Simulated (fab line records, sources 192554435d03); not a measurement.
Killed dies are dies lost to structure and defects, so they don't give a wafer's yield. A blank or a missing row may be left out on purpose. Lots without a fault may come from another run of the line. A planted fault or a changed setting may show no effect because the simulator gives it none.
Which tool did it? | flow n5_finfet | 9 lots, 27 wafers sampled, at 5 steps of a route of 1938

WHAT THE GAUGES READ, wafer by wafer
N5_BEOL_M4_RC_MEAS_101.
lot  | measured     | on        | DIBL_N (mV/V)
L143 | day 9 14:58  | prober-02 | 34.4 39.7 37.1
L144 | day 9 20:05  | prober-02 | 35.8 36.5 36.2
L147 | day 10 12:09 | prober-02 | 37.4 35.2 34.7
L148 | day 11 10:22 | prober-01 | 35.9 36.2 38.0
L149 | day 11 12:47 | prober-02 | 35.3 35.3 32.9
L151 | day 11 12:33 | prober-01 | 35.5 38.1 34.7
L152 | day 12 04:52 | prober-01 | 35.6 35.3 36.7
L160 | day 13 18:20 | prober-02 | 36.1 36.5 35.0
L162 | day 14 10:16 | prober-02 | 36.6 36.2 38.7

WHICH TOOL RAN EACH LOT (tool, then ch and the chambers of the sampled wafers, then the start)
lot  | N5_DUMMY_GATE_STRIP_40            | N5_DUMMY_GATE_ETCH_32           | N5_DUMMY_GATE_ETCH_44           | N5_DUMMY_GATE_ETCH_42
L143 | rie_diel-02 ch 0,1,2, day 4 01:10 | rie_si-03 ch 0,1,3, day 4 01:30 | rie_si-03 ch 0,1,3, day 4 01:35 | rie_diel-03 ch 0,1,2, day 4 01:59
L144 | rie_diel-06 ch 0,3, day 4 06:12   | rie_si-04 ch 0,1,3, day 4 06:32 | rie_si-04 ch 0,1,3, day 4 06:38 | rie_diel-06 ch 0,1, day 4 06:47
L147 | rie_diel-06 ch 1,2, day 5 01:34   | rie_si-05 ch 0,1,2, day 5 01:55 | rie_si-05 ch 0,1,2, day 5 02:01 | rie_diel-06 ch 0,2,3, day 5 02:10
L148 | rie_diel-02 ch 0,1, day 5 07:42   | rie_si-03 ch 1,2,3, day 5 08:03 | rie_si-03 ch 1,2,3, day 5 08:08 | rie_diel-02 ch 0,2, day 5 08:17
L149 | rie_diel-02 ch 0,1,3, day 5 10:40 | rie_si-03 ch 1,2, day 5 11:01   | rie_si-03 ch 1,2, day 5 11:06   | rie_diel-02 ch 1,2, day 5 11:16
L151 | rie_diel-06 ch 0,1, day 6 01:37   | rie_si-05 ch 0,1,2, day 6 01:58 | rie_si-05 ch 0,1,2, day 6 02:03 | rie_diel-02 ch 0,1, day 6 02:13
L152 | rie_diel-03 ch 0,1,3, day 6 11:25 | rie_si-05 ch 0,1,3, day 6 11:45 | rie_si-05 ch 0,1,3, day 6 11:50 | rie_diel-03 ch 1,2,3, day 6 12:00
L160 | rie_diel-02 ch 1,3, day 8 10:16   | rie_si-04 ch 1,2,3, day 8 10:36 | rie_si-04 ch 1,2,3, day 8 10:41 | rie_diel-06 ch 0,2,3, day 8 10:51
L162 | rie_diel-03 ch 0,2,3, day 8 16:13 | rie_si-04 ch 0,1,2, day 8 16:34 | rie_si-04 ch 0,1,2, day 8 16:40 | rie_diel-03 ch 0,1,3, day 8 16:49
- N5_DUMMY_GATE_STRIP_40: strips in CF4.
- N5_DUMMY_GATE_ETCH_32: etches SiO2 in CF4, target depth 3.5 nm, time 3.9 s.
- N5_DUMMY_GATE_ETCH_44: etches poly-Si in HBr/O2, stops on SiO2, target depth 127.5 nm.
- N5_DUMMY_GATE_ETCH_42: etches SiO2 in CHF3/O2, target depth 3.5 nm, time 31 s.

THE ANSWER, worked out from the rows above alone
Rule: what is usual is taken from the lots themselves. Put in order of their means at a reading, lots are off if they are a third of the lots or fewer, leave a main group of 4 or more, and stand apart from it by a gap of 3 or more times the standard deviation of the main group's means; of several such gaps the widest counts. A main group whose means are all the same, to the digits that the tables above print for the reading, isn't used. A lot without any number at a reading at which 4 lots or more have one is off too. The other lots that the step has rows for count as sound.
No lot is off at any reading shown: from this, nothing can be told.

WHAT THE SIMULATOR HAD PUT IN
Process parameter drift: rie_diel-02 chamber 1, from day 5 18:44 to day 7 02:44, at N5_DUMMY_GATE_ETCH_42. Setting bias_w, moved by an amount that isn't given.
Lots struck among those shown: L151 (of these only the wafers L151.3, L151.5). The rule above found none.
